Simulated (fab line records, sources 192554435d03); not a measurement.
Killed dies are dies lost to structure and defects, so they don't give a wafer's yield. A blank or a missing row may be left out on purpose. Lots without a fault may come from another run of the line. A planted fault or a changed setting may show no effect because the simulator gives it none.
Split-lot experiment | flow n5_finfet | 7 lots, 21 wafers read, on a route of 1938 steps

THE SPLIT
At N5_MOL_CONTACT_COAG_ALD_27 (deposits SiOC, target thk 17 nm, pulse time 1.5 s, time 2720 s), the setting ald_cycles was moved away from the recipe's 340 on 7 of the 21 wafers read, by +5.9% to +12.6%. The other wafers ran this setting at the recipe's value.

The reading is taken at the split's own step.

THE READING
SiOC_of_MOL_CONTACT_COAG_ALD_27.thk_nm (the simulator's own value, which no gauge read), in nm, at N5_MOL_CONTACT_COAG_ALD_27 (deposits SiOC, target thk 17 nm, pulse time 1.5 s, time 2720 s). The file gives no usual value for it.

wafer  | tool, chamber at the split | ald_cycles as run | against the recipe | SiOC_of_MOL_CONTACT_COAG_ALD_27.thk_nm, nm | against lot-mates on the recipe
L076.1 | ald_sin-01, 1,0,3          | 340               | recipe             | 17                                         | -
L076.4 | ald_sin-01, 1,0,3          | 340               | recipe             | 17                                         | -
L076.5 | ald_sin-01, 1,0,3          | 340               | recipe             | 17                                         | -
L079.3 | ald_sin-02, 0,3            | 340               | recipe             | 17                                         | -
L079.4 | ald_sin-02, 0,3            | 340               | recipe             | 17                                         | -
L079.6 | ald_sin-02, 3              | 377               | +10.9%             | 19                                         | +2.0
L080.4 | ald_sin-04, 3,1,0          | 340               | recipe             | 17                                         | -
L080.5 | ald_sin-04, 3,1,0          | 340               | recipe             | 17                                         | -
L080.6 | ald_sin-04, 3,1,0          | 340               | recipe             | 17                                         | -
L084.1 | ald_sin-01, 3,0            | 340               | recipe             | 17                                         | -
L084.4 | ald_sin-01, 3,0            | 340               | recipe             | 17                                         | -
L084.5 | ald_sin-01, 1              | 383               | +12.6%             | 19.2                                       | +2.2
L090.1 | ald_sin-02, 0,3,2          | 340               | recipe             | 17                                         | -
L090.2 | ald_sin-02, 0,3,2          | 340               | recipe             | 17                                         | -
L090.4 | ald_sin-02, 0,3,2          | 340               | recipe             | 17                                         | -
L095.1 | ald_sin-02, 1,0,3          | 360               | +5.9%              | 18                                         | no lot-mate on the recipe
L095.2 | ald_sin-02, 1,0,3          | 360               | +5.9%              | 18                                         | no lot-mate on the recipe
L095.4 | ald_sin-02, 1,0,3          | 360               | +5.9%              | 18                                         | no lot-mate on the recipe
L097.1 | ald_sin-04, 3,1            | 377               | +10.9%             | 18.8                                       | +1.8
L097.6 | ald_sin-04, 3,1            | 377               | +10.9%             | 18.8                                       | +1.8
L097.5 | ald_sin-04, 0              | 340               | recipe             | 17                                         | -
Where a row lists several chambers, the file gives one row for several wafers and doesn't say which wafer went through which chamber.

THE FIT
A straight line over all 21 wafers: SiOC_of_MOL_CONTACT_COAG_ALD_27.thk_nm changes by +0.172 nm for each +1% of ald_cycles; r = +1.00; the points scatter about the line by 0.038 nm.
The same after taking each lot's own level away (the mean of its wafers on the recipe; 18 wafers): +0.172 nm for each +1%; r = +1.00; scatter 0.041 nm.
On that fit, the largest move of ald_cycles shifts the reading by 2.2 nm.
The lots' own levels span 17.00 to 17.00 nm.
So the lot-to-lot level changes the slope little: the two slopes agree.
Check: with one of the wafers moved furthest among these (+12.6%) left out of the fit, the line predicts +2.17 nm for it against its lot-mates. It came out at +2.2 nm against them.

OTHER SPLITS ON THESE WAFERS
These wafers also went through other splits before the reading. Each is held against what the fit with the lots' levels taken away leaves over:
other split on the same wafers            | wafers away from the commonest value | r with SiOC_of_MOL_CONTACT_COAG_ALD_27.thk_nm (lot level and that fit taken away)
N5_SDB_COAT_03 spin_rpm                   | 9                                    | +0.58
N5_HKMG_FIN_ETCH_54 source_w              | 6                                    | +0.15
N5_HKMG_FIN_ETCH_58 bias_w                | 4                                    | -0.36
N5_MOL_CONTACT_COAG_CMP_23 down_force_psi | 7                                    | -0.28

THE FILE'S OWN FIT
SiOC_of_MOL_CONTACT_COAG_ALD_27.thk_nm changes by +0.174 nm for each +1% of ald_cycles, r = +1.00.
